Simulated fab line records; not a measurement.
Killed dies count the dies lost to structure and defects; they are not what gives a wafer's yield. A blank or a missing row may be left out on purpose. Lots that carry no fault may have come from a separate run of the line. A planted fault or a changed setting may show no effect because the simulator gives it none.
fab line records ; flow n5_finfet
record: lots: 3; wafers: 9; last_day: 16
route steps=1938 shown BEOL_M9@1437 BEOL_M10@1470 BEOL_M15@1830
lots untouched by any fault: they come from a run of this same line in which no faults occurred
start_h: hours from the record's opening day to when the first of the lot's shown wafers began ; wait_h: how many hours have passed since the lot's step before this one ; " identical to the entry in the row above ; L1.1+2: a single row standing in for several wafers ; - no value present, or no start provided ; * or withheld: withheld ; < > ~ a bound
route shown NAME@n: a module of which the file shows steps, and the number in the route of the first ; usual: mean and standard deviation over wafers with no fault ; same: alike in all rows ; chamber/n: place in a boat ; sites: the reading at each site ; _std_site: the standard deviation of these ; _edge_site: the outer-site mean with the inner-site mean subtracted ; radius_mm: how far each site lies from the wafer's centre ; mask NAME#n: copy n ; behind: the most recent tool/chamber to have shaped the wafer ; hold: cause of the lot's hold/its duration in hours/its outcome ; device: transistor that didn't switch, given as n, p or np ; end of line: the route-end tests of the same wafers ; for a step that has no rows: nothing shown but its recipe ; killed: dies lost to structure and defects at the first sort, not the wafer's yield ; map: dies across one wafer; x = killed, . = not, _ = none there
set.NAME: the setting as run; set.NAME@STEP: as run at that earlier step ; model.NAME: the simulator's own value behind a step, which no gauge read
certain route steps with their lots: each step a table, each wafer a row
services: from which hour (start_h, from the record's first day; less than 0 if before it) a tool's chamber was out of use, for how many hours, and why
== steps ==
step: N5_BEOL_M9_DESCUM_33
recipe: chemistry: O2; time_s: 7; source_power_w: 50; bias_power_w: 20; pressure_mtorr: 20; rf_frequency_hz: 2.712e+07; temp_c: 40; resist: CAR-EUV; o2_flow_sccm: 225
step: N5_BEOL_M9_ETCH_76
recipe: chemistry: N2/H2; target: underlayer; target_depth_a: 65; mask_material: CAR-EUV; time_s: 5.2; ion_energy_ev: 200; pressure_mtorr: 30; source_w: 840; bias_w: 150; n2_flow_sccm: 200; h2_flow_sccm: 200; ends: cleared
step: N5_BEOL_M9_ETCH_65
recipe: chemistry: CF4; target: SiARC; target_depth_a: 156; mask_material: CAR-EUV; time_s: 26; ion_energy_ev: 80; pressure_mtorr: 40; source_w: 545; bias_w: 36; Ar_flow_sccm: 100; cf4_flow_sccm: 100; ends: cleared
step: N5_BEOL_M9_ETCH_66
recipe: chemistry: N2/H2; target: SOC; target_depth_a: 800; overetch_a: 160; mask_material: SiARC; temp_c: 40; time_s: 120; ion_energy_ev: 200; pressure_mtorr: 30; source_w: 840; bias_w: 150; n2_flow_sccm: 200; h2_flow_sccm: 200
step: N5_BEOL_M9_STRIP_69
recipe: chemistry: N2/H2; temp_c: 40; n2_flow_sccm: 200; h2_flow_sccm: 200; rf_frequency_hz: 6e+07
step: N5_BEOL_M9_STRIP_77
recipe: chemistry: N2/H2; temp_c: 40; n2_flow_sccm: 200; h2_flow_sccm: 200; rf_frequency_hz: 6e+07
step: N5_BEOL_M9_VIA_ETCH_34
recipe: chemistry: C4F6/O2; target: SiCOH_lowk; target_depth_a: 1824; mask_material: SOC; taper_deg: 4; time_s: 68.4; ion_energy_ev: 250; pressure_mtorr: 30; source_w: 345; bias_w: 185; Ar_flow_sccm: 300; C4F6_flow_sccm: 10; O2_flow_sccm: 10
step: N5_BEOL_M9_STRIP_73
recipe: chemistry: C4F6/O2; resist: SiARC; rf_frequency_hz: 6e+07
step: N5_BEOL_M9_STRIP_36
recipe: chemistry: N2/H2; power_w: 450; temp_c: 40; pressure_mtorr: 20; rf_frequency_hz: 6e+07; overash_fraction: 0.3; bias_power_w: 7; h2_frac: 0.5; n2_flow_sccm: 200; h2_flow_sccm: 200
step: N5_BEOL_M9_TRENCH_ETCH_37
recipe: chemistry: C4F6/O2; target_depth_a: 1514.3; target: SiCOH_lowk; time_s: 49; ion_energy_ev: 250; pressure_mtorr: 30; source_w: 345; bias_w: 185; Ar_flow_sccm: 300; C4F6_flow_sccm: 10; O2_flow_sccm: 10
usual: bias_w: 185.0/0.57; drypump_motor_current_A: 5.7/0.5; oes_f_703_au: 0.81/0.058; oes_o_777_au: 0.81/0.061; oes_product_au: 0.81/0.062; rf_fwd_power_W: 341.8/1.6; rf_vpp_V: 668/5.1; showerhead_plenum_p_Torr: 2.86/0.083; throttle_valve_pct: 20.83/0.2
lot.wafer;tool;chamber;start_h;wait_h;bias_w;drypump_motor_current_A;oes_f_703_au;oes_o_777_au;oes_product_au;rf_fwd_power_W;rf_hours_counter_h;rf_vpp_V;showerhead_plenum_p_Torr;throttle_valve_pct;model.BEOL_M9.feature_depth_nm;model.etch.depth_nm
L723.2;rie_diel-03;1;232.75;-;184.8;6.6;0.72;0.71;0.72;341.9;216;667;2.92;20.98;151;151.1
L723.3;rie_diel-03;0;232.75;-;184.7;5.7;0.89;0.88;0.90;343.2;35;672;2.79;20.43;151.4;151.3
L723.6;rie_diel-03;3;232.75;-;184.9;5.7;0.90;0.90;0.89;341.0;-;667;2.89;20.81;156.8;156.7
L732.4;rie_diel-03;2;300.38;-;184.1;6.4;0.82;0.83;0.82;340.6;74;660;2.99;20.79;150;150
L732.5;rie_diel-03;2;300.38;-;183.8;6.4;0.83;0.82;0.82;341.6;-;660;2.99;20.79;148.8;148.8
L732.6;rie_diel-03;1;300.38;-;185.3;6.6;0.56;0.57;0.67;278.0;-;738;2.91;20.99;136.2;136.3
L738.2;rie_diel-02;3;319.98;-;186.2;4.9;0.91;0.90;0.92;341.8;9;669;2.90;20.78;153.6;153.6
L738.3;rie_diel-02;2;319.98;-;185.1;5.1;0.78;0.78;0.77;338.6;124;660;2.75;21.04;151.8;151.8
L738.4;rie_diel-02;0;319.98;-;184.0;6.1;0.74;0.74;0.72;339.0;188;664;2.93;20.56;149.8;149.8
step: N5_BEOL_M9_ETCH_41
recipe: chemistry: CH3F/O2; target: SiCN; target_depth_a: 366; taper_deg: 2; time_s: 70.1; ion_energy_ev: 120; mask_material: TiN; pressure_mtorr: 30; source_w: 395; bias_w: 75; Ar_flow_sccm: 150; CH3F_flow_sccm: 30; O2_flow_sccm: 20
step: N5_BEOL_M9_STRIP_80
recipe: chemistry: N2/H2; time_s: 10; power_w: 450; temp_c: 40; pressure_mtorr: 20; rf_frequency_hz: 6e+07; bias_power_w: 7; n2_flow_sccm: 200; h2_flow_sccm: 200
step: N5_BEOL_M9_OCD_MEAS_38
usual: trench_depth_nm: 152.2/2.1
lot.wafer;tool;chamber;start_h;wait_h;trench_depth_nm
L723.2;ocd-01;-;232.93;-;151.6
L723.3;ocd-01;-;232.93;-;151.5
L723.6;ocd-01;-;232.93;-;157.1
L732.4;ocd-02;-;300.56;-;150.2
L732.5;ocd-02;-;300.56;-;148.6
L732.6;ocd-02;-;300.56;-;136.1
L738.2;ocd-01;-;320.15;-;153.7
L738.3;ocd-01;-;320.15;-;151.7
L738.4;ocd-01;-;320.15;-;149.1
step: N5_BEOL_M9_HM_STRIP_39
recipe: chemistry: peroxide_tin_strip; material: TiN; target_depth_a: 250; temp_c: 50; time_s: 158
step: N5_BEOL_M9_SRD_40
recipe: time_s: 30; temp_c: 23; rinse_liquid: diw; dry: ipa_marangoni
step: N5_BEOL_M9_PRECLEAN_42
recipe: chemistry: residue_remover; time_s: 60; temp_c: 40
step: N5_BEOL_M9_SRD_43
recipe: time_s: 30; temp_c: 23; rinse_liquid: diw; dry: ipa_marangoni
step: N5_BEOL_M9_CURE_72
recipe: temp_c: 370; time_s: 120; ambient: DMADMS/He; material: SiCOH_lowk
step: N5_BEOL_M9_DEGAS_44
recipe: ambient: vacuum; temp_c: 250; time_s: 60
step: N5_BEOL_M9_PRE_CLEAN_45
recipe: gas: H2/He; time_s: 30; temp_c: 250
step: N5_BEOL_M9_ALD_74
recipe: material: TaN; target_thk_a: 20; temp_c: 275; ald_precursor_family: PDMAT; ald_co_reactant: NH3; pressure_torr: 3; carrier_flow_sccm: 1500; pulse_time_s: 2; purge_time_s: 3; co_reactant_purge_time_s: 2; co_reactant_pulse_time_s: 3; ald_cycles: 40; precursor_vessel_temp_c: 75; precursor_vessel_pressure_torr: 26.25; precursor_vessel_carrier_sccm: 1000
step: N5_BEOL_M9_SURFACE_TREAT_79
recipe: gas: Ar; time_s: *; ion_energy_ev: *; ion_current_ma_cm2: 0.5; pressure_mtorr: *; ar_flow_sccm: 30
step: N5_BEOL_M9_CVD_78
recipe: material: Co; target_thk_a: 20; temp_c: withheld; precursor: CCTBA/H2; pressure_torr: 30; time_s: 138.9
step: N5_BEOL_M9_SPUTTER_48
recipe: material: Cu; target_thk_a: 120; temp_c: -20; bias_v: 60; power_w: 26000; chamber_pressure_pa: 0.13; time_s: 2
step: N5_BEOL_M9_ECD_50
recipe: material: Cu; target_thk_a: 3180
step: N5_BEOL_M9_ANNEAL_51
recipe: temp_c: 225; time_s: 90; ambient: N2
step: N5_BEOL_M9_CMP_52
recipe: stop_on: SiCOH_lowk; t_overpolish_s: 7; down_force_psi: 1; platen_rpm: 50; clearing_platen_down_force_psi: 1.5; clearing_platen_rpm: 50; post_cmp_clean: cu_alkaline; target_thk_nm: 140; clearing_platen_pad_velocity_m_s: 0.99484; pad_velocity_m_s: 0.99484
usual: barrier_field_endpoint_s: 28.9/0.68; head_pressure_psi: 1.0002/0.0021; motor_current_A: 6.3/0.76; overpolish_run_s: 7.000/0.0094; pad_life_wafers: 1026/630; time_to_endpoint_s: 66.4/2.7
lot.wafer;tool;chamber;start_h;wait_h;barrier_field_endpoint_s;head_pressure_psi;motor_current_A;overpolish_run_s;pad_life_wafers;time_to_endpoint_s;model.Cu_of_BEOL_M9_ECD_50.thk_nm
L723.3;cmp-02;0;236.19;0.2;28.4;1.0007;5.4;6.989;966;66.1;138.8
L723.2;cmp-02;2;236.19;0.2;28.1;1.0018;5.8;6.998;968;67.0;140
L723.6;cmp-02;0;236.19;0.2;28.4;1.0015;5.0;6.999;-;65.1;144.4
L732.4;cmp-04;1;302.70;0.2;28.2;0.9993;6.8;6.988;2012;63.3;138
L732.6;cmp-04;3;302.70;0.2;27.8;1.0012;6.9;6.992;-;62.9;124.8
L732.5;cmp-04;0;302.70;0.2;28.6;0.9991;5.5;7.002;-;61.5;136
L738.2;cmp-01;1;322.44;0.2;29.9;0.9955;5.7;7.004;330;72.1;142
L738.4;cmp-01;3;322.44;0.2;29.3;0.9998;6.4;7.000;332;64.8;138.4
L738.3;cmp-01;0;322.44;0.2;28.9;0.9999;7.4;7.018;333;66.0;140.8
step: N5_BEOL_M9_THK_MEAS_53
recipe: thk_meas_gauge: xrf; reads: Cu_of_BEOL_M9_ECD_50
usual: M9_THK: 142.0/2.5
lot.wafer;tool;chamber;start_h;wait_h;M9_THK[nm]
L723.2;film_metro-01;-;236.49;-;140.6
L723.3;film_metro-01;-;236.49;-;138.6
L723.6;film_metro-01;-;236.49;-;144.9
L732.4;film_metro-01;-;302.92;-;138.5
L732.5;film_metro-01;-;302.92;-;136.7
L732.6;film_metro-01;-;302.92;-;125.6
L738.2;film_metro-01;-;322.74;-;143.2
L738.3;film_metro-01;-;322.74;-;142.5
L738.4;film_metro-01;-;322.74;-;139.8
step: N5_BEOL_M9_PRE_CLEAN_55
recipe: gas: NH3; time_s: 15; temp_c: withheld; rf_power_w: 300
step: N5_BEOL_M9_DEP_56
recipe: material: SiCN; target_thk_a: 150; temp_c: withheld; precursor: 3MS/NH3; pressure_torr: 3; rf_w: 202; time_s: 26.5
step: N5_BEOL_M9_RS_MEAS_57
recipe: thk_meas_gauge: four-point-probe; reads: Cu_of_BEOL_M9_ECD_50+Co_of_BEOL_M9_CVD_78+TaN_of_BEOL_M9_ALD_74
usual: M9_RS: 0.1503/0.0027
lot.wafer;tool;chamber;start_h;wait_h;M9_RS[ohm/sq]
L723.2;film_metro-01;-;236.62;0.1;0.1508
L723.3;film_metro-01;-;236.62;0.1;0.1523
L723.6;film_metro-01;-;236.62;0.1;0.1460
L732.4;film_metro-01;-;303.06;0.0;0.1535
L732.5;film_metro-01;-;303.06;0.0;0.1557
L732.6;film_metro-01;-;303.06;0.0;0.1717
L738.2;film_metro-01;-;322.87;0.1;0.1484
L738.3;film_metro-01;-;322.87;0.1;0.1499
L738.4;film_metro-01;-;322.87;0.1;0.1530
step: N5_BEOL_M10_ILD_DEP_00
recipe: material: SiCOH_lowk; target_thk_a: 3085.1; temp_c: 300; precursor: DEMS/porogen; pressure_torr: 5; rf_w: 500; time_s: 58
step: N5_BEOL_M10_CURE_71
recipe: temp_c: 385; time_s: 240; ambient: He/Ar; material: SiCOH_lowk
step: N5_BEOL_M10_PECVD_70
recipe: material: SiO2; target_thk_a: 200; temp_c: 400; precursor: TEOS/O2; pressure_torr: 5.5; rf_w: 450; teos_flow_sccm: 53.8; gas: O2; flow_sccm: 3000; time_s: 22.7
step: N5_BEOL_M10_HM_DEP_02
recipe: material: TiN; target_thk_a: 200; temp_c: 25; chamber_pressure_pa: 0.49996
step: N5_BEOL_M10_COAT_59
recipe: resist: SOC; temp_c: 250; time_s: 60; spin_rpm: 1500; resist_thk_nm: 100
step: N5_BEOL_M15_RC_MEAS_101
usual: COMB_M10: 1.4e-11/3.2e-12; COMB_M11: 1.4e-11/3.1e-12; COMB_M12: 6.3e-12/1.4e-12; COMB_M13: 4.3e-12/9.4e-13; COMB_M14: 3.3e-12/8.2e-13; COMB_M15: 2.3e-12/5.4e-13; COMB_M15_max_site: 3.4e-12/8.4e-13; COMB_M5: 3.6e-11/6.7e-12; COMB_M6: 2.4e-11/5e-12; COMB_M7: 2.5e-11/4.8e-12; COMB_M8: 2.5e-11/5.2e-12; COMB_M8_max_site: 3.7e-11/8.4e-12; COMB_M9: 1.4e-11/3.1e-12; SERP_M10: 3.08/0.059; SERP_M10_max_site: 3.16/0.071; SERP_M11: 3.04/0.058; SERP_M11_max_site: 3.13/0.071; SERP_M12: 0.632/0.011; SERP_M13: 0.309/0.0048; SERP_M14: 0.1610/0.0025; SERP_M14_max_site: 0.1627/0.0026; SERP_M5: 38.3/1.3; SERP_M6: 13.8/0.44; SERP_M7: 13.9/0.4; SERP_M7_max_site: 14.4/0.48; SERP_M8: 14.0/0.42; SERP_M8_max_site: 14.6/0.48; SERP_M9: 3.06/0.068; SERP_M9_max_site: 3.14/0.078
lot.wafer;tool;chamber;start_h;wait_h;COMB_M10[S/m];COMB_M11[S/m];COMB_M12[S/m];COMB_M13[S/m];COMB_M14[S/m];COMB_M15[S/m];COMB_M15_max_site[S/m];COMB_M5[S/m];COMB_M6[S/m];COMB_M7[S/m];COMB_M8[S/m];COMB_M8_max_site[S/m];COMB_M9[S/m];SERP_M10[ohm/um];SERP_M10_max_site[ohm/um];SERP_M11[ohm/um];SERP_M11_max_site[ohm/um];SERP_M12[ohm/um];SERP_M13[ohm/um];SERP_M14[ohm/um];SERP_M14_max_site[ohm/um];SERP_M5[ohm/um];SERP_M6[ohm/um];SERP_M7[ohm/um];SERP_M7_max_site[ohm/um];SERP_M8[ohm/um];SERP_M8_max_site[ohm/um];SERP_M9[ohm/um];SERP_M9_max_site[ohm/um]
L723.2;prober-01;0;278.24;0.2;1.5e-11;1.7e-11;9.1e-12;4.5e-12;3e-12;3e-12;3.6e-12;3.9e-11;2.3e-11;2.4e-11;3.3e-11;3.9e-11;1.6e-11;3.07;3.13;3.07;3.13;0.649;0.312;0.1597;0.1610;37.6;14.3;13.7;14.4;14.7;15.4;3.08;3.20
L723.3;prober-01;0;278.24;0.2;1.8e-11;1.6e-11;6.3e-12;5.1e-12;3.2e-12;2.4e-12;3.3e-12;2.7e-11;1.7e-11;1.8e-11;3.8e-11;6.5e-11;1.7e-11;3.05;3.11;2.99;3.20;0.633;0.312;0.1600;0.1626;35.5;15.2;14.1;14.3;14.2;15.0;3.07;3.15
L723.6;prober-01;0;278.24;0.2;1.4e-11;1.1e-11;8.9e-12;5.5e-12;2.8e-12;3e-12;3.8e-12;3.4e-11;2.1e-11;1.9e-11;3.5e-11;4.3e-11;1.3e-11;3.03;3.11;3.12;3.18;0.627;0.319;0.1619;0.1633;37.1;14.3;13.4;13.9;14.9;15.6;2.94;2.96
L732.4;prober-02;0;346.84;0.5;1.5e-11;1.1e-11;4.1e-12;4.4e-12;3.1e-12;1.7e-12;2.7e-12;3.3e-11;1.7e-11;2e-11;2.7e-11;3.8e-11;1.1e-11;3.13;3.20;3.11;3.18;0.631;0.309;0.1644;0.1660;39.0;13.6;13.6;14.1;13.7;14.2;3.06;3.17
L732.5;prober-02;0;346.84;0.5;1.3e-11;1.5e-11;6e-12;4.8e-12;3.7e-12;2.8e-12;4.2e-12;3.6e-11;2.2e-11;2.2e-11;2.2e-11;3.5e-11;1.4e-11;3.15;3.26;2.93;3.14;0.641;0.307;0.1655;0.1665;39.1;14.2;13.9;14.5;13.8;14.2;3.14;3.21
L732.6;prober-02;0;346.84;0.5;1.5e-11;1.3e-11;7.5e-12;4.7e-12;4.3e-12;1.9e-12;3.8e-12;3.5e-11;2.5e-11;1.5e-11;2e-11;2.3e-11;1.3e-11;3.15;3.20;3.12;3.19;0.637;0.310;0.1621;0.1637;36.9;14.3;14.3;14.6;14.2;14.7;3.47;3.52
L738.2;prober-02;0;365.15;0.2;2e-11;1e-11;5.4e-12;5.2e-12;2.6e-12;3e-12;3.2e-12;3.3e-11;2.7e-11;2.6e-11;2.8e-11;3.9e-11;2e-11;3.13;3.20;2.96;3.03;0.646;0.303;0.1593;0.1610;36.9;13.4;13.9;14.6;13.4;13.9;3.03;3.15
L738.3;prober-02;0;365.15;0.2;2.1e-11;1.5e-11;6.2e-12;2.9e-12;2.2e-12;2.4e-12;3.1e-12;5.2e-11;2.2e-11;3.4e-11;3.3e-11;5e-11;1.7e-11;3.07;3.18;3.01;3.07;0.645;0.311;0.1577;0.1589;38.2;13.2;14.2;15.1;13.9;14.7;3.02;3.07
L738.4;prober-02;0;365.15;0.2;1.9e-11;1.1e-11;9.3e-12;4.4e-12;3.8e-12;2.6e-12;3.5e-12;3.1e-11;1.8e-11;2.3e-11;3.6e-11;4.9e-11;1.7e-11;3.11;3.18;3.00;3.08;0.636;0.309;0.1555;0.1568;36.3;13.8;14.1;14.4;13.1;13.4;3.08;3.12
sites SERP_M9 radius_mm=0,75,75,75,75,140,140,140,140
L723.2 2.99 3.08 3.04 3.03 3.05 3.20 3.09 3.18 3.14
L732.4 3.03 3.10 3.04 3.06 3.07 3.17 3.03 3.04 3.09
L738.2 3.13 3.03 3.10 3.07 3.15 2.91 2.93 2.89 3.03
== services ==
tool;chamber;start_h;hours;kind
rie_diel-02;1;210.87;-;clean
rie_diel-02;1;210.87;-;consumable_replace:focus_ring
rie_diel-02;1;210.87;26.1;scheduled_down
rie_diel-02;1;210.87;26.1;vent_cycle
rie_diel-03;3;214.67;3.1;repair
rie_diel-02;-;219.04;0.7;repair
rie_diel-03;2;224.91;9.3;repair
cmp-02;-;230.48;1.0;repair
rie_diel-03;0;240.51;12.8;repair
cmp-01;-;240.96;2.3;repair
cmp-01;-;251.52;6.1;repair
rie_diel-02;3;256.42;2.8;repair
rie_diel-02;3;259.42;-;clean
rie_diel-02;3;259.42;-;consumable_replace:focus_ring
rie_diel-02;3;259.42;25.7;scheduled_down
cmp-02;-;264.59;5.4;pm
rie_diel-02;2;267.02;6.3;repair
cmp-01;-;288.57;4.0;pm
cmp-04;-;295.51;4.1;repair
cmp-02;-;296.11;2.5;repair
cmp-04;-;309.66;4.0;pm
rie_diel-02;-;315.20;0.5;repair
cmp-02;-;316.20;11.3;repair
cmp-01;-;317.58;0.9;repair
== key ==
first_sign: step: N5_BEOL_M9_TRENCH_ETCH_37; reading: rf_fwd_power_W; direction: down; sigmas: 40; usual: *; struck: *
effect: step: N5_BEOL_M9_TRENCH_ETCH_37; reading: rf_vpp_V; direction: up; sigmas: 14; usual: 668; struck: 738
effect: step: N5_BEOL_M9_OCD_MEAS_38; reading: trench_depth_nm; direction: down; sigmas: 7.8; usual: 152.2; struck: 136.1
effect: step: N5_BEOL_M9_THK_MEAS_53; reading: M9_THK; direction: down; sigmas: 6.5; usual: 142.0; struck: 125.6
effect: step: N5_BEOL_M9_RS_MEAS_57; reading: M9_RS; direction: up; sigmas: 7.8; usual: 0.1503; struck: 0.1717
effect: step: N5_BEOL_M15_RC_MEAS_101; reading: SERP_M9; direction: up; sigmas: 6.1; usual: 3.06; struck: 3.47
model_effect: step: N5_BEOL_M9_TRENCH_ETCH_37; value: BEOL_M9.feature_depth_nm; without: 147.2; struck: 136.2
model_effect: step: N5_BEOL_M9_CMP_52; value: Cu_of_BEOL_M9_ECD_50.thk_nm; without: 135.6; struck: 124.8
met_at N5_BEOL_M9_TRENCH_ETCH_37
struck_wafers L732.6
onset_between 232.75 300.38
fault: kind: process_parameter_drift; tool: rie_diel-03; chamber: 1; onset_h: 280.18; steps: N5_BEOL_M9_TRENCH_ETCH_37; channel: source_w; offset: -62.1; shape: step; end_h: 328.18; acts_in: these_recipes_only; stated: 345
